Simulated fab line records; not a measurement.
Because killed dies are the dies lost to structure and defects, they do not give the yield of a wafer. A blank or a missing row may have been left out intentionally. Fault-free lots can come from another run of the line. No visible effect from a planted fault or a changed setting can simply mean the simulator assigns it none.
Problem report, 8D (eight disciplines) form, completed by code :: flow nandHarc :: the parts of the form that need people (team, actions taken, sign-off) are left out

== 1. PROBLEM STATEMENT ==
killedAtArray at NHARC_END_SORT_01 reads a mean of 602 on 4 wafers of 2 lots; wafers without a fault read 27 with a standard deviation of 11. Measured from the usual mean, that is +52 standard deviations.
First observed at day 22 02:53: wafer L936.2, on prober-02. At this step, 7 wafers from 3 lots have a number in the record. The rule behind "out" and "out of limits": a value lying over 4 standard deviations away from the usual mean. All remaining wafers that have a number are taken as sound.

== 2. WHAT THIS IS AND IS NOT ==
question: which readings at this step
is: killedAtArray, killedDies
is not: killedAtPeriphery, killedOpen, killedShort

question: which lots
is: L935, L936
is not: L937

question: which wafers of those lots
is: L935.2, L935.4, L936.2, L936.4
is not: L935.5, L936.5

question: read on which gauges
is: prober-01, prober-02
is not: -

question: when
is: from day 22 02:53
is not: up to then (0 sound wafers); but 3 sound wafers of L935, L936, L937 came after

== 3. SUSPECTS, AND WHAT RULES EACH OUT ==
Counting: a tool at a process step up to the reading stays a suspect if it ran every lot that is out. Sound lots after the first of them don't rule it out here, since some wafers of a struck lot are sound.
- the gauge at NHARC_END_SORT_01 has been ruled out. 2 gauges (prober-01, prober-02) read the wafers that are out.
- rieDiel-04 at NHARC_A_STAIRCASE_ETCH_190 (etches the open film in C4F8/O2, target depth 100 nm, time 40.5 s): kept. It ran every lot that is out, first L936 (day 14 07:43). Out on those wafers are its own readings of runLengthS.
- rieDiel-04 at NHARC_A_STAIRCASE_ETCH_194 (etches the open film in C4F8/O2, target depth 100 nm, time 40.5 s): kept. It ran every lot that is out, first L936 (day 14 08:31). With no start given for some of its lots, NHARC_A_STAIRCASE_ETCH_194 uses the hours and lot order of NHARC_A_STAIRCASE_TRIM_196.
- rieDiel-04 at NHARC_A_STAIRCASE_TRIM_196 (chemistry O2, time 211.2 s): kept. It ran every lot that is out, first L936 (day 14 08:31).
Still standing after the count: rieDiel-04 at NHARC_A_STAIRCASE_ETCH_190, rieDiel-04 at NHARC_A_STAIRCASE_ETCH_194, rieDiel-04 at NHARC_A_STAIRCASE_TRIM_196.

== 4. THE CAUSE (what the simulator had put in) ==
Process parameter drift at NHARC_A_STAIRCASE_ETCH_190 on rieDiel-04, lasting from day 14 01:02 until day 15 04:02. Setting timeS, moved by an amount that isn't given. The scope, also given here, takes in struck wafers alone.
This tool is one of the 3 suspects left after counting.

== 5. SEQUENCE OF EFFECTS, ordered by route ==
One row per reading whose mean, taken over the struck wafers that have a number, lies over 3 standard deviations from the usual. Readings are gone through only where the record gives a usual standard deviation; hours: the median, over the lots, of the time from a lot's start at the first step in this table giving one to that lot's start at this step; sigmas: the change measured in usual standard deviations.
hours: 0
step: NHARC_A_STAIRCASE_ETCH_190
reading: runLengthS
usual: 61.8 s
on struck wafers: 72.3
change: +10.5
sigmas: +20

hours: 187
step: NHARC_END_SORT_01
reading: killedAtArray
usual: 27
on struck wafers: 602
change: +575
sigmas: +52

hours: 187
step: NHARC_END_SORT_01
reading: killedDies
usual: 31
on struck wafers: 607
change: +576
sigmas: +48
Process steps it contains:
- NHARC_A_STAIRCASE_ETCH_190: etches the open film in C4F8/O2, target depth 100 nm, time 40.5 s.

== 6. HOW IT WOULD HAVE BEEN CAUGHT EARLIER ==
The first out-of-limits reading at a measuring or inspecting step in this record came at day 22 02:53, 194 hours after the fault's start at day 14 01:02.
Tool's own readings at NHARC_A_STAIRCASE_ETCH_190, runLengthS: out on all struck wafers the step has rows for; an alarm limit on them would have tripped on the first.
Lots out: 2; all had begun NHARC_A_STAIRCASE_ETCH_190 on rieDiel-04 by day 22 02:53. None of them would have been spared by holding the tool at that moment.
